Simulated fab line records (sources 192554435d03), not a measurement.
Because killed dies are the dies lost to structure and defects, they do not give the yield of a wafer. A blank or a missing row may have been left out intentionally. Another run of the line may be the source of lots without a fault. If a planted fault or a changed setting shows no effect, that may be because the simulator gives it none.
Struck lot and sound lot, side by side / flow n5 finfet / 16 out of 1938 route steps
Sound: the wafers L758.2, L758.3, L758.4. Struck: wafers L763.2, L763.3, L763.6. The cause is named last.
For every step that has rows: the tool of each side, followed by ch and its chambers, followed by its first start. Under that, the readings that differ: sound wafers / struck wafers / difference of the means / sigmas: that difference in standard deviations of wafers without a fault.
alike: readings whose means differ by less than 2 such deviations, and words and numbers that are the same on both sides. not compared: withheld readings, readings that some wafer has no value for, bounds like >300 that may hide the same value, and numbers for which the record gives no deviation and whose values overlap.
Wherever a step has rows on one side only, a row that says differs or no value, or a row with sigmas, the two part there. Numbers that don't overlap but have no deviation are shown without sigmas and don't part them. A reading missing from all wafers of one side parts the sides only when that side holds two or more wafers.

first, 9 steps without rows for these wafers: N5_BEOL_M0_CUTY_COAT_50 (time 60 s, resist thk 15 nm); N5_BEOL_M0_CUTY_COAT_51 (resist thk 150 nm); N5_BEOL_M0_CUTY_EBR_52; N5_BEOL_M0_CUTY_SOFTBAKE_53 (time 60 s); N5_BEOL_M0_CUTY_EXPOSE_54 (exposes mask M0 ABLK); N5_BEOL_M0_CUTY_PEB_55 (peb time 60 s); N5_BEOL_M0_CUTY_DEVELOP_56 (develop time 30 s); N5_BEOL_M0_CUTY_DESCUM_61 (chemistry O2, time 7.9 s); N5_BEOL_M0_CUTY_ETCH_62 (etches SiARC in CF4, time 58.5 s).
N5_BEOL_M0_CUTY_ETCH_63: etches SOC in N2/H2, target depth 82.7 nm, overetch 16.5 nm, time 124 s.
  sound on rie diel-04 ch 1,2, day 8 08:01; struck on rie diel-04 ch 2, day 9 09:14
reading=rf fwd power W (W); sound=836.6 835.0 840.2; struck=636.7 642.4 638.1; difference=-198.2; sigmas=-76
reading=rf vpp V (V); sound=524.2 524.0 525.1; struck=573.1 575.2 574.3; difference=+49.8; sigmas=+29
reading=model.SiO2_of_BEOL_M0_SAQP_SPACER2_ALD_26.thk nm (nm); sound=7.2 7 7.4; struck=7.8 7.8 7.8; difference=+0.6; sigmas=
  alike: drypump motor current A, n2 flow sccm, oes product au, showerhead plenum p Torr, throttle valve pct
  not compared: rf hours counter h
then, 2 steps without rows for these wafers: N5_BEOL_M0_CUTY_STRIP_64 (strips in N2/H2); N5_BEOL_M0_ETCH_138 (etches SiCN in CH3F/O2, target depth 12 nm, time 31.6 s).
N5_BEOL_M0_HM_OPEN_105: chemistry Cl2/BCl3, target TiN, target depth 12 nm.
  sound on rie metal-03 ch 0,1, day 8 09:52; struck on rie metal-01 ch 0,1, day 9 09:35
reading=model.SiO2_of_BEOL_M0_SAQP_SPACER2_ALD_26.thk nm (nm); sound=3 2.8 2.8; struck=3.6 3.6 3.6; difference=+0.7; sigmas=
  alike: drypump motor current A, oes product au, throttle valve pct
  not compared: rf hours counter h
then, 1 step without rows for these wafers: N5_BEOL_M0_STRIP_140 (strips in CF4).
-- a jump in the record: the struck wafers' starts before and after are 2 days apart (it breaks off in module BEOL_M0 and resumes in module BEOL_M4, where the first step shown is number 1111 of the route) --
N5_BEOL_M4_RC_MEAS_101:
  sound on prober-01 ch 0, day 10 19:07; struck on prober-01 ch 0, day 11 19:49
  alike: DIBL_N, DIBL_P, IOFF_N, IOFF_P, ION_N, ION_P, SS_N, SS_P, VT_N, VT_P
-- the record jumps here: 4 days lie between the struck wafers' starts before and after (it left off in module BEOL_M4 and takes up again in module PASSIVATION, whose first step shown is number 1936 of the route) --
N5_PASSIVATION_PROBE_49:
  the record has rows for the struck wafers here (prober-02, day 16 03:04) and none for the sound ones

WHERE THEY PART
First at N5_BEOL_M0_CUTY_ETCH_63; last, within this record, at N5_PASSIVATION_PROBE_49.

WHY: what had been put in by the simulator
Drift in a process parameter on rie diel-04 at N5_BEOL_M0_CUTY_ETCH_63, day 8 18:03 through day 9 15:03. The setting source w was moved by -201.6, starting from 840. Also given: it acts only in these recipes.
